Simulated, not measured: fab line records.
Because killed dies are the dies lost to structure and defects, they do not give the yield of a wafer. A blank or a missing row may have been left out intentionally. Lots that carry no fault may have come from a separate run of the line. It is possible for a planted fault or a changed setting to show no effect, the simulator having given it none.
Comparing a struck lot with a sound one    flow n5 finfet    37 out of 1938 route steps
Sound: these wafers, L285.3, L285.4, L285.5. The struck wafers were L275.2, L275.3, L275.5. At the end, the cause is stated.
At each step with rows: each side's tool, then ch and its chambers, then its first start. Under that, the readings that differ: sound wafers    struck wafers    difference of the means    sigmas: that difference in standard deviations of wafers without a fault.
alike: words and numbers the same on both sides, and readings whose means are apart by under 2 such deviations; not compared: readings that were withheld, readings missing a value for some wafer, numbers with overlapping values and no deviation given by the record, and bounds like >300 which may hide the same value.
A row with sigmas, a row that says differs or no value, or rows on one side alone: a step with any of these is where the two part. Numbers that have no deviation but don't overlap get no sigmas and don't part them. Lack of a reading on every wafer of one side parts them only where that side has two or more wafers.

first, 9 steps without rows for these wafers: N5_SDB_CMP_30 (polishes, stops on poly-Si, t overpolish 1.54 s, target thk 30 nm); N5_DUMMY_REMOVAL_HM_STRIP_01 (strips SiNx in CH3F/O2, stops on poly-Si, target depth 4 nm, time 6.8 s); N5_DUMMY_REMOVAL_STRIP_10 (strips in N2/H2, time 40 s); N5_DUMMY_REMOVAL_PRECLEAN_07 (cleans in dHF, time 30 s); N5_DUMMY_REMOVAL_DUMMY_REMOVE_02 (chemistry TMAH, target poly-Si, stops on SiO2, target depth 142 nm, time 57 s, rinse time 30 s); N5_DUMMY_REMOVAL_PRECLEAN_08 (cleans in NF3:NH3, afs cycles 2, time 20 s, sublimation time 60 s); N5_DUMMY_REMOVAL_PRECLEAN_04 (cleans in DHF, time 37 s); N5_DUMMY_REMOVAL_SRD_05 (time 30 s); N5_HKMG_FIN_IL_REGROW_00 (material SiO2, chemistry O3, target thk 0.75 nm, time 30 s).
N5_HKMG_FIN_HK_ALD_01: deposits HfO2, target thk 1.6 nm, pulse time 3 s, purge time 3 s.
  sound on ald hk-03 ch 0,1,2, day 9 15:32; struck on ald hk-03 ch 0,1, day 7 06:07
reading                                       sound        struck    difference  sigmas
ald cycles                                    30 30 30     17 17 17  -13         
model.HfO2_of_HKMG_FIN_HK_ALD_01.thk nm (nm)  1.6 1.6 1.6  1 1 1     -1          
  alike: precursor pulse height rel
then, 26 steps without rows for these wafers: N5_HKMG_FIN_HK_ANNEAL_02 (time 30 s); N5_HKMG_FIN_ALD_74 (deposits La2O3, target thk 0.5 nm, pulse time 6 s, co reactant pulse time 1 s); N5_HKMG_FIN_ALD_75 (deposits Al2O3, target thk 1 nm, co reactant pulse time 1 s); N5_HKMG_FIN_COAT_41 (time 60 s, resist thk 300 nm); N5_HKMG_FIN_COAT_42 (time 60 s, resist thk 35 nm); N5_HKMG_FIN_COAT_43 (resist thk 90 nm); N5_HKMG_FIN_EBR_45; N5_HKMG_FIN_SOFTBAKE_44 (time 60 s); N5_HKMG_FIN_EXPOSE_46 (exposes mask NDIPOLE); N5_HKMG_FIN_PEB_47 (peb time 60 s); N5_HKMG_FIN_DEVELOP_48 (develop time 30 s); N5_HKMG_FIN_DESCUM_53 (chemistry O2, time 7.9 s); N5_HKMG_FIN_ETCH_54 (etches SiARC in CF4, target depth 45.5 nm, time 75.8 s); N5_HKMG_FIN_ETCH_55 (etches SOC in N2/H2, target depth 240 nm, time 300 s); N5_HKMG_FIN_STRIP_56 (strips in N2/H2); N5_HKMG_FIN_STRIP_57 (strips in CF4); N5_HKMG_FIN_ETCH_58 (etches SOC in N2/H2, target depth 215.8 nm, time 741 s); N5_HKMG_FIN_STRIP_93 (strips SOC in N2/H2, time 20 s); N5_HKMG_FIN_WET_ETCH_76 (etches Al2O3 in dNH4OH, stops on La2O3, target depth 2.25 nm, rinse time 30 s); N5_HKMG_FIN_STRIP_60 (strips in N2/H2, time 360 s); N5_HKMG_FIN_WET_ETCH_77 (etches La2O3 in dHCl, stops on HfO2, target depth 2 nm); N5_HKMG_FIN_WET_ETCH_78 (etches Al2O3 in dNH4OH, stops on La2O3, target depth 4.5 nm, rinse time 30 s); N5_HKMG_FIN_ALD_79 (deposits TiN, target thk 1.5 nm, pulse time 1 s, purge time 3 s); N5_HKMG_FIN_CVD_62 (deposits a-Si from Si2H6, target thk 3 nm, time 20.8 s); N5_HKMG_FIN_RTA_80 (time 2 s); N5_HKMG_FIN_PRECLEAN_64 (cleans in dHF, time 30 s).
N5_HKMG_FIN_THK_MEAS_70: measures by xrf.
  struck on film metro-01, day 7 09:56; sound on film metro-01, day 9 19:04
reading      sound              struck             difference  sigmas
HK_THK (nm)  1.662 1.619 1.618  0.909 0.922 0.925  -0.714      -42

WHERE THEY PART
Only at N5_HKMG_FIN_THK_MEAS_70, within this record.

WHY: the cause the simulator had injected
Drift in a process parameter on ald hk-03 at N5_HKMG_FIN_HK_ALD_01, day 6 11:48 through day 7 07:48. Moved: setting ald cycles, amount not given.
